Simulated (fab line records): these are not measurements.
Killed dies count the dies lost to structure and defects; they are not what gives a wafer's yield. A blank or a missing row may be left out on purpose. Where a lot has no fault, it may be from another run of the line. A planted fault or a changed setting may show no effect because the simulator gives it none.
A struck lot beside a sound one | flow nand-harc | 10 steps out of a route of 1302
Sound: wafers L803.1, L803.2, L803.3. Struck: wafer L798.1 (left out: L798.2, a lot-mate that was not struck); the cause follows at the end.
Per side, at each step with rows, come the tool, then ch with its chambers, and then its first start. Under that, the readings that differ: sound wafers | struck wafers | difference of the means | sigmas: that difference in standard deviations of wafers without a fault.
alike: readings with means less than 2 such deviations apart, plus words and numbers identical on both sides. not compared: withheld readings, readings lacking a value on some wafer, bounds such as >300 that could conceal the same value, and numbers that have no deviation in the record and whose values overlap.
Wherever a step has rows on one side only, a row that says differs or no value, or a row with sigmas, the two part there. When numbers do not overlap yet have no deviation, they are printed without sigmas and do not part them. A reading missing from all wafers of one side parts the sides only when that side holds two or more wafers.

first, 1 step without rows for these wafers: NHARC_A_WL_FILL_CVD_23 (deposits poly-Si, target thk 40 nm, time 800 s).
NHARC_A_WL_FILL_ETCHBACK_26: etches the open film in HBr, target depth 52 nm, time 13.3 s.
  sound on rie-si-03 ch 0,1,2, day 26 01:25; struck on rie-si-05 ch 2, day 24 17:34
  reading                | sound          | struck | difference | sigmas
  rf-hours-counter-h (h) | 0.11 0.02 0.13 | 0.48   | +0.39      |
  alike: drypump-motor-current-A, oes-product-au, throttle-valve-pct
then, 2 steps without rows for these wafers: NHARC_A_WL_FILL_PRECLEAN_30 (cleans in dHF, time 10 s); NHARC_A_WL_FILL_SRD_14.
NHARC_A_WL_FILL_ALD_19: deposits TiN, target thk 2 nm, pulse time 3 s, ald cycles 100.
  sound on ald-metal-02 ch 0,1,3, day 26 01:41; struck on ald-metal-04 ch 1, day 24 17:50
  alike: heater-power-w, precursor-pulse-height-rel
NHARC_A_WL_FILL_CVD_20: deposits W, target thk 100 nm, time 74 s.
  sound on cvd-w-01 ch 0,1; struck on cvd-w-01 ch 0
  alike: heater-power-w, mfc-wf6-sccm, throttle-valve-pct
NHARC_A_WL_FILL_CMP_12: polishes, t overpolish 30 s, target thk 100 nm.
  sound on cmp-03 ch 1,2,3, day 26 02:05; struck on cmp-01 ch 1, day 24 18:16
  reading         | sound       | struck | difference | sigmas
  pad-life-wafers | 145 146 147 | 390    | +244       | +2
  alike: motor-current-A, overpolish-run-s, time-to-endpoint-s
then, 1 step without rows for these wafers: NHARC_A_WL_FILL_SRD_31.
NHARC_A_WL_FILL_INSPECT_15:
  sound on defect-inspect-01, day 26 02:33; struck on defect-inspect-01, day 24 18:43
  alike: raw-defect-count
NHARC_A_CONTACT_DEP_24: deposits SiO2, target thk 500 nm.
  sound on pecvd-04 ch 0,1,2, day 26 02:37; struck on pecvd-03 ch 2, day 24 18:47
  reading                   | sound             | struck | difference | sigmas
  mfc-precursor-sccm (sccm) | 161.7 160.8 162.1 | 185.6  | +24.1      | +52
  alike: heater-power-w, showerhead-vpp-V, throttle-valve-pct

== WHERE THEY PART ==
At NHARC_A_WL_FILL_CMP_12 first; at NHARC_A_CONTACT_DEP_24 last (within this record only).

WHY: what had been put in by the simulator
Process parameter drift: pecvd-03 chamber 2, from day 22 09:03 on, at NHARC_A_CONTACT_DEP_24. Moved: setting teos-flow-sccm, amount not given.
